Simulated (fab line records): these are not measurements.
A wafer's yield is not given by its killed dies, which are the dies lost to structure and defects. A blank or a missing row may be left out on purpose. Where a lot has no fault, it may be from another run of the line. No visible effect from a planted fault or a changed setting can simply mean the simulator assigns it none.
fab line records | flow nandHarc
record lots=14 wafers=42 lastDay=23
route steps=1159 shown A_ZERO_WELL@403 A_SOURCE_PLATE@420 A_ONON_D1@438
lots that met no fault: from a run of the same line without faults
startH: hours from the record's opening day to when the first of the lot's shown wafers began | waitH: hours elapsed since this lot's preceding step | " the same as in the row above | L1.1+2: a single row standing in for several wafers | - no value, or no start was given | * or withheld: withheld | < > ~ a bound
route shown NAME@n: names a module that has steps shown in the file, with the first one's number in the route | usual: the fault-free wafers' mean and standard deviation | same: alike in all rows | chamber/n: place in a boat | sites: readings site by site | _std_site: standard deviation across them | _edge_site: mean of outer sites minus mean of inner sites | radiusMm: how far each site lies from the wafer's centre | mask NAME#n: copy n | behind: the tool/chamber that last shaped the wafer | hold: cause of the lot's hold/its duration in hours/its outcome | device: transistor that didn't switch, given as n, p or np | end of line: the tests these same wafers got at the end of their route | a step without rows: its recipe alone | killed: at the first sort, the dies lost to defects and structure; wafer yield is something else | map: dies across one wafer; x = killed, . = not, _ = none there
set.NAME: the setting as run; set.NAME@STEP: as run at that earlier step | model.NAME: the simulator's own value behind a step, which no gauge read
a sample of lots followed through the steps of the route, with each step as a table and each wafer as a row
services: the hour from which a tool's chamber was out of use, counted from the record's first day as startH (under 0 if before that day), plus the number of hours and why
## steps
# step NHARC_A_ZERO_WELL_DESCUM_12
# recipe timeS=3 o2FlowSccm=200 arFlowSccm=0 biasPowerW=0 chemistry=O2
# usual drypumpMotorCurrentA=5.8/0.38 oesProductAu=1.002/0.011 rfVppV=58.0/0.93 showerheadPlenumPTorr=1.95/0.079 throttleValvePct=11.312/0.009
# same timeS=3
# columns lot.wafer tool chamber startH waitH drypumpMotorCurrentA oesProductAu rfHoursCounterH rfVppV showerheadPlenumPTorr throttleValvePct
L925.2 rieDiel-06 0 163.37 - 6.5 1.013 8 59.3 1.96 11.313
L925.5 " 3 " " 5.6 1.004 - 58.0 2.02 11.328
L925.4 " 0 " " 6.5 0.997 - 58.1 1.96 11.313
L928.1 rieDiel-06 1 174.60 - 5.9 1.007 8 57.6 1.80 11.303
L928.3 " 1 " " 5.9 1.007 - 57.3 1.80 11.312
L928.5 " 1 " " 5.9 1.014 - 55.6 1.80 11.309
L927.1 rieDiel-05 2 175.54 - 5.2 1.000 0 58.3 2.02 11.319
L927.5 " 3 " " 6.1 1.012 - 56.5 1.92 11.308
L927.6 " 0 " " 5.5 1.003 - 58.1 1.95 11.307
L926.1 rieDiel-03 3 180.75 - 5.9 0.998 15 59.1 2.06 11.300
L926.2 " 0 " " 6.0 1.015 18 57.5 1.87 11.304
L926.6 " 2 " " 5.3 1.000 - 58.8 1.96 11.331
L929.4 rieDiel-03 2 181.60 - 5.3 1.010 15 57.3 1.96 11.298
L929.2 " 3 " " 5.9 1.003 15 57.8 2.06 11.319
L929.5 " 1 " " 5.4 1.010 - 56.8 2.03 11.311
L930.1 rieDiel-06 1 184.58 - 5.9 1.016 10 57.6 1.80 11.297
L930.4 " 3 " " 5.7 0.998 - 57.7 2.02 11.315
L930.6 " 1 " " 5.9 1.013 - 58.3 1.80 11.320
L935.4 rieDiel-05 2 207.31 - 5.2 0.990 2 58.8 2.01 11.310
L935.3 " 3 " " 6.1 1.001 1 57.9 1.92 11.309
L935.1 " 1 " " 5.4 1.002 2 57.0 2.00 11.305
L933.1 rieDiel-06 0 209.18 - 6.5 1.001 10 58.3 1.96 11.299
L933.2 " 2 " " 5.7 0.985 8 56.4 1.87 11.329
L933.4 " 3 " " 5.6 1.003 12 58.9 2.02 11.301
L936.4 rieDiel-06 0 226.32 - 6.5 1.009 12 57.9 1.96 11.309
L936.2 " 1 " " 5.9 1.015 12 57.4 1.80 11.306
L936.5 " 0 " " 6.5 0.994 - 59.4 1.96 11.304
L937.4 rieDiel-06 1 232.13 - 5.9 1.006 12 57.4 1.80 11.318
L937.2 " 2 " " 5.8 1.002 9 56.4 1.87 11.309
L937.5 " 1 " " 5.9 1.003 - 58.0 1.80 11.302
L938.1 rieDiel-06 1 234.16 - 5.9 1.012 12 55.5 1.80 11.307
L938.4 " 2 " " 5.7 0.977 9 57.5 1.87 11.310
L938.5 " 0 " " 6.5 0.999 - 57.8 1.96 11.319
L942.2 rieDiel-05 3 253.12 - 6.1 1.001 6 59.2 1.92 11.320
L942.4 " 0 " " 5.6 0.995 6 57.0 1.95 11.300
L942.6 " 1 " " 5.5 0.988 - 57.4 2.00 11.322
L941.2 rieDiel-06 3 254.63 - 5.6 1.001 0 57.3 2.02 11.330
L941.1 " 1 " " 5.9 1.013 0 58.5 1.80 11.316
L941.5 " 0 " " 6.5 0.984 - 57.4 1.96 11.318
L944.4 rieDiel-03 0 274.70 - 6.0 1.018 5 57.8 1.87 11.322
L944.2 " 1 " " 5.4 0.997 5 59.2 2.03 11.313
L944.6 " 0 " " 6.0 1.029 - 56.9 1.87 11.311
# step NHARC_A_ZERO_WELL_ETCH_19
# recipe targetDepthA=800 overetchA=240 timeS=87.88 ionEnergyEv=200 n2FlowSccm=150 h2FlowSccm=150 arFlowSccm=0 rfW=400 biasW=150 chemistry=N2/H2
# usual drypumpMotorCurrentA=5.8/0.36 oesProductAu=1.002/0.011 rfFwdPowerW=396.5/1.5 rfVppV=431.4/2.6 showerheadPlenumPTorr=2.08/0.086 throttleValvePct=14.170/0.0089
# same timeS=87.88
# columns lot.wafer tool chamber startH waitH drypumpMotorCurrentA oesProductAu rfFwdPowerW rfHoursCounterH rfVppV showerheadPlenumPTorr throttleValvePct
L925.2 rieDiel-06 3 163.46 0.1 5.6 1.003 394.9 7 433.6 2.15 14.189
L925.4 " 3 " " 5.7 1.007 394.6 - 434.2 2.15 14.179
L925.5 " 0 " " 6.5 1.004 395.5 - 430.5 2.09 14.152
L928.1 rieDiel-06 3 174.73 0.1 5.6 1.001 396.5 9 433.7 2.15 14.168
L928.3 " 3 " " 5.6 0.997 395.9 - 433.3 2.15 14.177
L928.5 " 3 " " 5.6 0.993 395.5 - 432.8 2.15 14.177
L927.1 rieDiel-05 0 175.61 0.1 5.6 0.997 393.9 0 431.4 2.08 14.187
L927.6 " 2 " " 5.2 1.006 395.9 - 434.8 2.15 14.172
L927.5 " 3 " " 6.1 1.011 395.7 - 430.5 2.05 14.170
L926.2 rieDiel-03 0 180.83 0.1 6.0 1.018 397.4 18 429.0 1.99 14.175
L926.1 " 2 " " 5.3 0.998 394.0 15 432.5 2.09 14.163
L926.6 " 0 " " 6.0 1.025 398.1 - 428.3 1.99 14.161
L929.4 rieDiel-03 0 181.69 0.1 5.9 1.013 395.8 18 429.1 1.99 14.165
L929.2 " 1 " " 5.4 1.012 399.1 17 433.5 2.17 14.181
L929.5 " 0 " " 6.0 1.017 395.0 - 428.9 1.99 14.162
L930.1 rieDiel-06 0 184.66 0.1 6.5 1.005 396.5 9 431.6 2.09 14.157
L930.4 " 0 " " 6.5 1.003 396.1 - 431.0 2.09 14.169
L930.6 " 1 " " 5.9 1.013 396.0 - 427.4 1.92 14.178
L935.3 rieDiel-05 3 207.39 0.1 6.1 1.016 396.0 1 430.0 2.05 14.168
L935.1 " 0 " " 5.5 1.007 395.1 1 431.5 2.08 14.166
L935.4 " 0 " " 5.5 0.985 396.6 - 431.0 2.08 14.157
L933.1 rieDiel-06 0 209.27 0.1 6.5 1.005 399.0 10 434.3 2.09 14.160
L933.2 " 1 " " 5.9 0.999 395.8 11 426.5 1.92 14.182
L933.4 " 2 " " 5.7 0.968 396.7 8 430.4 1.99 14.174
L936.4 rieDiel-06 1 226.40 0.1 5.9 0.999 397.1 12 428.1 1.92 14.170
L936.2 " 2 " " 5.7 0.987 397.0 9 428.4 1.99 14.175
L936.5 " 1 " " 5.9 1.005 397.3 - 427.7 1.92 14.165
L937.4 rieDiel-06 2 232.20 0.1 5.7 0.988 396.9 9 428.7 1.99 14.187
L937.2 " 0 " " 6.5 1.010 394.3 12 432.3 2.09 14.160
L937.5 " 3 " " 5.7 0.998 395.7 - 434.1 2.15 14.171
L938.1 rieDiel-06 1 234.25 0.1 5.9 1.002 393.4 12 426.2 1.92 14.164
L938.4 " 2 " " 5.7 0.973 398.6 9 428.5 1.99 14.155
L938.5 " 0 " " 6.5 0.992 398.0 - 431.1 2.09 14.169
L942.2 rieDiel-05 1 253.21 0.1 5.5 1.003 397.5 6 434.6 2.13 14.175
L942.4 " 2 " " 5.3 0.980 394.7 7 432.7 2.15 14.180
L942.6 " 0 " " 5.5 0.990 396.0 - 431.3 2.08 14.174
L941.1 rieDiel-06 3 254.71 0.1 5.7 1.010 396.7 0 433.6 2.15 14.161
L941.2 " 0 " " 6.5 0.991 399.0 0 431.6 2.09 14.173
L941.5 " 0 " " 6.5 0.989 398.5 - 432.7 2.09 14.173
L944.2 rieDiel-03 1 274.78 0.1 5.4 1.000 398.6 5 433.6 2.17 14.187
L944.4 " 2 " " 5.3 1.009 394.8 5 432.0 2.09 14.171
L944.6 " 1 " " 5.4 0.993 396.9 - 432.6 2.17 14.173
# step NHARC_A_SOURCE_PLATE_THK_MEAS_06
# recipe thkMeasGauge=ellipsometry
# usual thkNm=200.3/2.1
# columns lot.wafer tool chamber startH waitH thkNm
L925.2 filmMetro-01 - 185.22 0.4 197.0
L925.4 " - " " 198.8
L925.5 " - " " 197.7
L927.1 filmMetro-01 - 197.37 0.4 199.2
L927.5 " - " " 198.7
L927.6 " - " " 199.3
L928.1 filmMetro-02 - 197.37 0.4 202.8
L928.3 " - " " 203.7
L928.5 " - " " 201.0
L926.1 filmMetro-02 - 203.24 0.4 201.4
L926.2 " - " " 199.5
L926.6 " - " " 199.9
L929.2 filmMetro-01 - 203.24 0.4 200.5
L929.4 " - " " 197.7
L929.5 " - " " 195.6
L930.1 filmMetro-02 - 206.62 0.4 197.5
L930.4 " - " " 198.9
L930.6 " - " " 201.1
L933.1 filmMetro-01 - 228.92 0.4 202.4
L933.2 " - " " 202.4
L933.4 " - " " 200.3
L935.1 filmMetro-02 - 228.93 0.4 199.1
L935.3 " - " " 198.9
L935.4 " - " " 195.1
L936.2 filmMetro-01 - 248.20 0.4 201.4
L936.4 " - " " 202.1
L936.5 " - " " 199.5
L938.1 filmMetro-01 - 254.72 0.4 201.7
L938.4 " - " " 198.3
L938.5 " - " " 200.8
L937.2 filmMetro-02 - 254.73 0.4 196.2
L937.4 " - " " 196.6
L937.5 " - " " 196.6
L942.2 filmMetro-01 - 275.61 0.4 199.8
L942.4 " - " " 200.4
L942.6 " - " " 200.4
L941.1 filmMetro-02 - 275.62 0.4 205.4
L941.2 " - " " 200.4
L941.5 " - " " 200.9
L944.2 filmMetro-02 - 296.27 0.4 200.1
L944.4 " - " " 197.8
L944.6 " - " " 200.9
# step NHARC_A_ONON_D1_DEP_19
# recipe targetThkA=10000 n2FlowSccm=2750 n2oFlowSccm=2000 nh3FlowSccm=500 sih4FlowSccm=210 tempC=400
# columns lot.wafer tool chamber startH waitH
L925.2+4+5 pecvdOnon-03 0 196.19 0.1
L927.1+5+6 pecvdOnon-02 0 208.46 0.1
L928.1+3+5 pecvdOnon-04 0 208.59 0.2
L929.2+4+5 pecvdOnon-04 0 214.99 0.1
L926.1+2+6 pecvdOnon-02 0 215.06 0.2
L930.1+4+6 pecvdOnon-03 0 215.27 0.1
L933.1+2+4 pecvdOnon-03 0 239.00 0.1
L935.1+3+4 pecvdOnon-02 0 239.01 0.1
L936.2+4+5 pecvdOnon-04 0 261.21 0.1
L938.1+4+5 pecvdOnon-04 0 264.79 0.1
L937.2+4+5 pecvdOnon-02 0 264.85 0.1
L941.1+2+5 pecvdOnon-02 0 285.73 0.1
L942.2+4+6 pecvdOnon-04 0 285.80 0.1
L944.2+4+6 pecvdOnon-04 0 306.37 0.1
# step NHARC_A_ONON_D1_THK_MEAS_21
# recipe thkMeasGauge=ellipsometry
# usual thkNm=1000/9.6
# columns lot.wafer tool chamber startH waitH thkNm
L925.2 filmMetro-01 - 196.64 - 990
L925.4 " - " " 992
L925.5 " - " " 990
L927.1 filmMetro-01 - 208.96 - 1003
L927.5 " - " " 1003
L927.6 " - " " 1004
L928.1 filmMetro-02 - 209.10 - 1008
L928.3 " - " " 1005
L928.5 " - " " 1006
L929.2 filmMetro-01 - 215.44 - 992
L929.4 " - " " 992
L929.5 " - " " 992
L926.1 filmMetro-01 - 215.57 - 992
L926.2 " - " " 991
L926.6 " - " " 990
L930.1 filmMetro-02 - 215.79 - 993
L930.4 " - " " 992
L930.6 " - " " 995
L933.1 filmMetro-01 - 239.51 - 1003
L933.2 " - " " 1008
L933.4 " - " " 1007
L935.1 filmMetro-02 - 239.53 - 1002
L935.3 " - " " 1000
L935.4 " - " " 1000
L936.2 filmMetro-02 - 261.66 - 1001
L936.4 " - " " 1000
L936.5 " - " " 1000
L938.1 filmMetro-01 - 265.30 - 1017
L938.4 " - " " 1019
L938.5 " - " " 1020
L937.2 filmMetro-02 - 265.31 - 1016
L937.4 " - " " 1017
L937.5 " - " " 1018
L941.1 filmMetro-02 - 286.24 - 1002
L941.2 " - " " 1003
L941.5 " - " " 1001
L942.2 filmMetro-01 - 286.26 - 904
L942.4 " - " " 903
L942.6 " - " " 905
L944.2 filmMetro-02 - 306.82 - 901
L944.4 " - " " 903
L944.6 " - " " 902
## services
# columns tool chamber startH hours kind
rieDiel-05 3 139.54 5.4 repair
rieDiel-03 - 144.21 0.9 repair
rieDiel-06 0 146.70 - clean
rieDiel-06 1 146.70 - clean
rieDiel-06 2 146.70 - clean
rieDiel-06 3 146.70 - clean
rieDiel-03 2 150.93 3.6 repair
pecvdOnon-03 - 153.00 13.0 pm
rieDiel-06 2 163.06 29.0 repair
rieDiel-05 - 163.65 9.0 pm
rieDiel-06 0 171.20 - clean
rieDiel-06 1 171.20 - clean
rieDiel-06 3 171.20 - clean
rieDiel-06 0 173.29 8.7 repair
rieDiel-06 0 195.70 - clean
rieDiel-06 1 195.70 - clean
rieDiel-06 2 195.70 - clean
rieDiel-06 3 195.70 - clean
rieDiel-05 1 207.39 11.3 repair
rieDiel-03 - 215.30 9.0 pm
rieDiel-06 0 220.38 - clean
pecvdOnon-04 - 237.28 13.0 pm
rieDiel-06 - 241.20 9.0 pm
pecvdOnon-02 - 292.00 13.0 pm
## key
firstSign step=NHARC_A_ONON_D1_THK_MEAS_21 reading=thkNm direction=down sigmas=10 usual=1000 struck=903
effect none on later readings
metAt NHARC_A_ONON_D1_DEP_19
struckLots L942,L944
rowsEnd L942.2,L942.4,L942.6,L944.2,L944.4,L944.6
notActingAt NHARC_A_ZERO_WELL_DESCUM_12,NHARC_A_ZERO_WELL_ETCH_19,NHARC_A_SOURCE_PLATE_THK_MEAS_06
onsetBetween 264.79 285.80
alsoFits time
fault kind=processParameterDrift tool=pecvdOnon-04 chamber=- onsetH=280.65 steps=NHARC_A_ONON_D1_DEP_19 channel=targetThkA offset=* shape=step actsIn=* stated=*
# rowsEnd: these wafers met a further fault down the route, and their rows from its step on are left out
